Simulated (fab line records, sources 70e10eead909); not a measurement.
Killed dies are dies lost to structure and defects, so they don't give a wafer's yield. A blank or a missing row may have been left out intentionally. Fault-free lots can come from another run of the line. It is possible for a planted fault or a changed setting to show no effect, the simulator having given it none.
fab line records ; flow nandHarc
record: lots: 14; wafers: 42; lastDay: 33
route steps=1302 shown A_ZERO_WELL@412 A_ONON_D1@431 A_CHANNEL_HOLE_D1@450 END@1302
lots that met no fault: from a run of the same line without faults
startH: the number of hours between the record's first day and the start of the first shown wafer of the lot ; waitH: hours since the lot's step before ; " repeats the value in the row above ; L1.1+2: several wafers, shown together as one row ; - value missing, or start not given ; * or withheld: withheld ; < > ~ a bound
route shown NAME@n: names a module that has steps shown in the file, with the first one's number in the route ; usual: average and standard deviation across the fault-free wafers ; same: alike in all rows ; chamber/n: place in a boat ; sites: the reading at each site ; _std_site: standard deviation of those values ; _edge_site: inner sites' mean taken away from outer sites' mean ; radiusMm: how far each site lies from the wafer's centre ; mask NAME#n: copy n ; behind: the most recent tool/chamber to have shaped the wafer ; hold: what put the lot on hold/how long, in hours/how the hold closed ; device: whichever transistor did not switch (one of n, p or np) ; end of line: the route-end tests of the same wafers ; where a step has no rows: the recipe by itself ; killed: count of dies lost to structure and defects at first sort (not the wafer's yield) ; map: a wafer's dies, x killed, . not, _ none there
set.NAME: the run value of the setting; set.NAME@STEP: its run value at that earlier step ; model.NAME: the simulator's own value behind a step, which no gauge read
a sample of lots followed through the steps of the route, with each step as a table and each wafer as a row
services: when a tool's chamber went out of use (startH, in hours from the record's first day, below 0 if earlier), for how many hours, and the reason
== steps ==
step: NHARC_A_ZERO_WELL_INSPECT_17
usual: rawDefectCount: 11/5.9
lot.wafer;tool;chamber;startH;waitH;rawDefectCount
L342.1;defectInspect-02;-;139.70;0.2;10
L342.4;defectInspect-02;-;139.70;0.2;7
L342.5;defectInspect-02;-;139.70;0.2;13
L343.1;defectInspect-01;-;147.34;0.2;9
L343.5;defectInspect-01;-;147.34;0.2;15
L343.6;defectInspect-01;-;147.34;0.2;12
L344.2;defectInspect-01;-;160.16;0.1;14
L344.3;defectInspect-01;-;160.16;0.1;14
L344.4;defectInspect-01;-;160.16;0.1;1
L345.2;defectInspect-01;-;165.38;0.1;10
L345.5;defectInspect-01;-;165.38;0.1;15
L345.6;defectInspect-01;-;165.38;0.1;14
L346.1;defectInspect-02;-;175.84;0.2;5
L346.3;defectInspect-02;-;175.84;0.2;6
L346.5;defectInspect-02;-;175.84;0.2;12
L347.3;defectInspect-02;-;187.09;0.1;14
L347.5;defectInspect-02;-;187.09;0.1;26
L347.6;defectInspect-02;-;187.09;0.1;11
L348.4;defectInspect-02;-;203.26;0.1;5
L348.5;defectInspect-02;-;203.26;0.1;10
L348.6;defectInspect-02;-;203.26;0.1;16
L350.3;defectInspect-01;-;218.38;0.1;6
L350.4;defectInspect-01;-;218.38;0.1;7
L350.5;defectInspect-01;-;218.38;0.1;6
L351.1;defectInspect-01;-;233.14;0.2;6
L351.4;defectInspect-01;-;233.14;0.2;11
L351.6;defectInspect-01;-;233.14;0.2;11
L355.2;defectInspect-02;-;266.65;0.1;14
L355.4;defectInspect-02;-;266.65;0.1;12
L355.5;defectInspect-02;-;266.65;0.1;16
L361.3;defectInspect-02;-;335.78;0.1;14
L361.5;defectInspect-02;-;335.78;0.1;8
L361.6;defectInspect-02;-;335.78;0.1;7
L363.2;defectInspect-01;-;353.63;0.2;7
L363.5;defectInspect-01;-;353.63;0.2;14
L363.6;defectInspect-01;-;353.63;0.2;11
L364.1;defectInspect-01;-;357.81;0.2;7
L364.5;defectInspect-01;-;357.81;0.2;14
L364.6;defectInspect-01;-;357.81;0.2;3
L365.1;defectInspect-01;-;365.02;0.2;11
L365.4;defectInspect-01;-;365.02;0.2;12
L365.5;defectInspect-01;-;365.02;0.2;18
step: NHARC_A_ONON_D1_THK_MEAS_11
recipe: thkMeasGauge: ellipsometry
usual: thkNm: 998/10
lot.wafer;tool;chamber;startH;waitH;thkNm
L342.1;filmMetro-02;-;163.33;-;993
L342.4;filmMetro-02;-;163.33;-;992
L342.5;filmMetro-02;-;163.33;-;992
L343.1;filmMetro-02;-;169.04;-;1001
L343.5;filmMetro-02;-;169.04;-;999
L343.6;filmMetro-02;-;169.04;-;1002
L344.2;filmMetro-02;-;182.34;-;1015
L344.3;filmMetro-02;-;182.34;-;1014
L344.4;filmMetro-02;-;182.34;-;1015
L345.2;filmMetro-01;-;190.55;-;1014
L345.5;filmMetro-01;-;190.55;-;1012
L345.6;filmMetro-01;-;190.55;-;1013
L346.1;filmMetro-02;-;199.16;-;997
L346.3;filmMetro-02;-;199.16;-;996
L346.5;filmMetro-02;-;199.16;-;995
L347.3;filmMetro-01;-;209.24;-;996
L347.5;filmMetro-01;-;209.24;-;997
L347.6;filmMetro-01;-;209.24;-;997
L348.4;filmMetro-01;-;225.44;-;1004
L348.5;filmMetro-01;-;225.44;-;1003
L348.6;filmMetro-01;-;225.44;-;1004
L350.3;filmMetro-02;-;240.79;-;985
L350.4;filmMetro-02;-;240.79;-;986
L350.5;filmMetro-02;-;240.79;-;986
L351.1;filmMetro-01;-;256.79;-;1000
L351.4;filmMetro-01;-;256.79;-;1001
L351.6;filmMetro-01;-;256.79;-;1003
L355.2;filmMetro-02;-;289.60;-;986
L355.4;filmMetro-02;-;289.60;-;989
L355.5;filmMetro-02;-;289.60;-;987
L361.3;filmMetro-01;-;360.95;-;981
L361.5;filmMetro-01;-;360.95;-;982
L361.6;filmMetro-01;-;360.95;-;983
L363.2;filmMetro-01;-;377.97;-;991
L363.5;filmMetro-01;-;377.97;-;991
L363.6;filmMetro-01;-;377.97;-;990
L364.1;filmMetro-01;-;378.26;-;998
L364.5;filmMetro-01;-;378.26;-;998
L364.6;filmMetro-01;-;378.26;-;996
L365.1;filmMetro-01;-;387.53;-;993
L365.4;filmMetro-01;-;387.53;-;992
L365.5;filmMetro-01;-;387.53;-;993
step: NHARC_A_CHANNEL_HOLE_D1_DEP_00
recipe: targetThkA: 31000; tempC: 400; material: aC
usual: throttleValvePct: 35.000/0.0096
lot.wafer;tool;chamber;startH;waitH;throttleValvePct
L342.1;aclDep-01;0;176.97;0.9;35.008
L342.4;aclDep-01;0;176.97;0.9;34.995
L342.5;aclDep-01;0;176.97;0.9;34.995
L343.1;aclDep-02;0;182.94;0.1;35.001
L343.5;aclDep-02;0;184.20;1.4;35.000
L343.6;aclDep-02;0;184.20;1.4;34.996
L344.2;aclDep-03;0;199.28;2.9;34.999
L344.3;aclDep-03;0;199.28;2.9;34.990
L344.4;aclDep-03;0;199.28;2.9;35.006
L345.2;aclDep-02;0;206.86;2.1;35.011
L345.5;aclDep-02;0;206.86;2.1;34.995
L345.6;aclDep-02;0;206.86;2.1;35.006
L346.1;aclDep-01;0;210.42;0.1;35.011
L346.3;aclDep-01;0;210.42;0.1;35.021
L346.5;aclDep-01;0;210.42;0.1;34.999
L347.3;aclDep-01;0;223.15;0.7;35.005
L347.5;aclDep-01;0;223.15;0.7;35.000
L347.6;aclDep-01;0;223.15;0.7;34.998
L348.4;aclDep-02;0;240.86;1.0;34.998
L348.5;aclDep-02;0;240.86;1.0;34.994
L348.6;aclDep-02;0;240.86;1.0;34.977
L350.3;aclDep-03;0;253.63;1.6;35.013
L350.4;aclDep-03;0;253.63;1.6;34.999
L350.5;aclDep-03;0;253.63;1.6;35.012
L351.1;aclDep-01;0;270.76;1.0;35.006
L351.4;aclDep-01;0;270.76;1.0;34.995
L351.6;aclDep-01;0;270.76;1.0;34.985
L355.2;aclDep-02;0;301.13;0.4;34.989
L355.4;aclDep-02;0;301.13;0.4;35.010
L355.5;aclDep-02;0;301.13;0.4;34.999
L361.3;aclDep-02;0;374.54;1.4;35.009
L361.5;aclDep-02;0;374.54;1.4;35.001
L361.6;aclDep-02;0;374.54;1.4;34.988
L361.3;aclDep-02;0;376.68;1.8;35.021
L361.5;aclDep-02;0;376.68;1.8;35.005
L361.6;aclDep-02;0;376.68;1.8;34.998
L363.2;aclDep-01;0;391.13;0.4;34.998
L363.5;aclDep-01;0;391.13;0.4;35.009
L363.6;aclDep-01;0;391.13;0.4;35.021
L363.2;aclDep-03;0;393.63;2.2;35.006
L363.5;aclDep-03;0;393.63;2.2;35.012
L363.6;aclDep-03;0;393.63;2.2;35.004
L364.1;aclDep-03;0;391.46;0.7;34.987
L364.5;aclDep-03;0;392.70;1.9;34.998
L364.6;aclDep-03;0;392.70;1.9;35.001
L365.1;aclDep-01;0;401.83;3.1;34.996
L365.4;aclDep-01;0;401.83;3.1;34.991
L365.5;aclDep-01;0;401.83;3.1;34.974
step: NHARC_A_CHANNEL_HOLE_D1_OVL_MEAS_11
usual: overlayXNm: 0.1/0.78; overlayYNm: -0.3/0.65
lot.wafer;tool;chamber;startH;waitH;overlayXNm;overlayYNm
L342.1;overlay-01;-;179.68;-;0.3;0.0
L342.4;overlay-01;-;179.68;-;0.3;0.1
L342.5;overlay-01;-;179.68;-;0.4;-0.1
L343.1;overlay-01;-;185.54;-;0.2;-0.4
L343.5;overlay-01;-;185.54;-;0.0;-0.1
L343.6;overlay-01;-;185.54;-;0.0;0.1
L344.2;overlay-01;-;201.69;-;-1.1;0.1
L344.3;overlay-01;-;201.69;-;-1.0;0.7
L344.4;overlay-01;-;201.69;-;-1.6;0.4
L345.2;overlay-01;-;209.29;-;-0.4;0.4
L345.5;overlay-01;-;209.29;-;-0.3;0.3
L345.6;overlay-01;-;209.29;-;-0.8;0.6
L346.1;overlay-01;-;213.03;-;0.7;0.8
L346.3;overlay-01;-;213.03;-;1.2;0.3
L346.5;overlay-01;-;213.03;-;0.6;0.2
L347.3;overlay-01;-;225.27;-;-0.6;0.5
L347.5;overlay-01;-;225.27;-;-0.7;0.7
L347.6;overlay-01;-;225.27;-;-0.5;0.5
L348.4;overlay-02;-;242.65;-;-0.3;-0.7
L348.5;overlay-02;-;242.65;-;-0.3;-1.3
L348.6;overlay-02;-;242.65;-;-0.7;-1.0
L350.3;overlay-01;-;255.59;-;1.3;-1.4
L350.4;overlay-01;-;255.59;-;1.2;-1.6
L350.5;overlay-01;-;255.59;-;1.1;-1.4
L351.1;overlay-02;-;273.51;-;0.4;0.5
L351.4;overlay-02;-;273.51;-;-0.5;0.3
L351.6;overlay-02;-;273.51;-;-0.1;0.6
L355.2;overlay-01;-;303.57;-;0.8;-0.2
L355.4;overlay-01;-;303.57;-;0.8;-0.4
L355.5;overlay-01;-;303.57;-;0.7;-0.5
L361.3;overlay-01;-;378.75;-;0.8;-0.9
L361.5;overlay-01;-;378.75;-;0.2;-0.6
L361.6;overlay-01;-;378.75;-;0.4;-0.7
L364.1;overlay-02;-;394.14;-;0.2;-1.1
L364.5;overlay-02;-;394.14;-;-0.3;-0.2
L364.6;overlay-02;-;394.14;-;-0.1;-0.6
L363.2;overlay-01;-;396.33;-;-0.2;-0.7
L363.5;overlay-01;-;396.33;-;0.4;-0.6
L363.6;overlay-01;-;396.33;-;0.4;-1.8
L365.1;overlay-02;-;404.59;-;-1.6;-0.5
L365.4;overlay-02;-;404.59;-;-1.8;-0.7
L365.5;overlay-02;-;404.59;-;-1.1;-0.4
step: NHARC_END_SORT_01
recipe: tempC: 25
usual: killedAtArray: 62/15; killedAtOther: 0.8/1; killedAtPeriphery: 3.7/2.6; killedDies: 66/15; killedOpen: 3.1/1.8; killedShort: 2.6/1.7
same: grossDies: 677
lot.wafer;tool;chamber;startH;waitH;killedAtArray;killedAtOther;killedAtPeriphery;killedDies;killedOpen;killedShort
L361.3;prober-02;0;776.75;3.1;672;0;5;677;7;3
L361.5;prober-02;0;778.36;3.7;673;0;4;677;3;2
L361.6;prober-02;0;779.16;4.0;664;0;13;677;2;3
L363.2;prober-02;0;783.81;2.8;675;0;2;677;2;1
L363.5;prober-02;0;786.22;3.7;675;1;1;677;6;2
L363.6;prober-02;0;787.02;4.0;670;3;4;677;3;2
killed by level:class
L361.3 A_CHANNEL_HOLE_D1:areaDep=589 A_CHANNEL_HOLE_D1:chamberFilmFlake=35 A_CHANNEL_HOLE_D2:chamberFilmFlake=26 A_BONDPAD:chamberFilmFlake=6 A_SLIT:chamberFilmFlake=3 A_STAIRCASE:chamberFilmFlake=3 A_CONTACT:chamberFilmFlake=3 P_GATE:geometricParticle:open=2
L361.5 A_CHANNEL_HOLE_D1:areaDep=600 A_CHANNEL_HOLE_D2:chamberFilmFlake=26 A_CHANNEL_HOLE_D1:chamberFilmFlake=25 A_CONTACT:chamberFilmFlake=7 P_CONTACT:chamberFilmFlake=3 A_SLIT:chamberFilmFlake=3 A_ONON_D2:geometricParticle:open=2 A_BONDPAD:chamberFilmFlake=2
L361.6 A_CHANNEL_HOLE_D1:areaDep=595 A_CHANNEL_HOLE_D1:chamberFilmFlake=33 A_CHANNEL_HOLE_D2:chamberFilmFlake=21 P_M1:chamberFilmFlake=7 A_CONTACT:chamberFilmFlake=7 A_SLIT:chamberFilmFlake=4 P_CONTACT:chamberFilmFlake=3 P_ZERO_WELL:geometricParticle:short=1
L363.2 A_CHANNEL_HOLE_D1:areaDep=613 A_CHANNEL_HOLE_D2:chamberFilmFlake=25 A_CHANNEL_HOLE_D1:chamberFilmFlake=10 A_STAIRCASE:chamberFilmFlake=9 A_SLIT:chamberFilmFlake=8 A_CONTACT:chamberFilmFlake=5 P_GATE:geometricParticle:open=1 A_ONON_D1:geometricParticle:open=1
L363.5 A_CHANNEL_HOLE_D1:areaDep=604 A_CHANNEL_HOLE_D2:chamberFilmFlake=29 A_CHANNEL_HOLE_D1:chamberFilmFlake=21 A_SLIT:chamberFilmFlake=6 A_STAIRCASE:chamberFilmFlake=3 A_BLC:geometricParticle:open=2 A_CONTACT:chamberFilmFlake=2 A_WL_FILL:chamberFilmFlake=2
L363.6 A_CHANNEL_HOLE_D1:areaDep=591 A_CHANNEL_HOLE_D2:chamberFilmFlake=37 A_CHANNEL_HOLE_D1:chamberFilmFlake=18 A_SLIT:chamberFilmFlake=7 A_STAIRCASE:chamberFilmFlake=6 A_WL_FILL:chamberFilmFlake=3 A_CONTACT:chamberFilmFlake=3 HYBRID_BOND:chamberFilmFlake=2
== services ==
tool;chamber;startH;hours;kind
aclDep-01;-;190.09;13.0;pm
aclDep-02;-;247.96;13.0;pm
aclDep-03;-;298.51;13.0;pm
aclDep-01;-;371.35;13.0;pm
== key ==
firstSign: step: NHARC_A_CHANNEL_HOLE_D1_DEP_00; reading: visit; direction: added
effect: step: NHARC_END_SORT_01; reading: killedAtArray; direction: up; sigmas: 40; usual: 62; struck: 672
moreKillsBornAt: NHARC_A_CHANNEL_HOLE_D1_DEP_00@aclDep-03: 1808; NHARC_A_CHANNEL_HOLE_D1_DEP_00@aclDep-02: 1784
metAt NHARC_A_CHANNEL_HOLE_D1_DEP_00
struckLots L361,L363
laterRowsLeftOut L361.3,L361.5,L361.6,L363.2,L363.5,L363.6
testerLeftOut L361,L363
notActingAt NHARC_A_ZERO_WELL_INSPECT_17,NHARC_A_ONON_D1_THK_MEAS_11,NHARC_A_CHANNEL_HOLE_D1_OVL_MEAS_11
fault: kind: repeatedStepWhole; tool: aclDep-01,aclDep-02,aclDep-03; chamber: -; onsetH: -; steps: NHARC_A_CHANNEL_HOLE_D1_DEP_00; times: 1; scope: struckLotsOnly
testerLeftOut: of these lots the tester's yield and bins aren't shown, on N5 and GAA mostly nor the transistor test; their killed dies are dies lost to structure and defects alone, not to doping, threshold or leakage, so they don't give the yield
laterRowsLeftOut: the simulator's readings of these wafers behind a module that went badly wrong aren't trusted and aren't shown, but for the sort
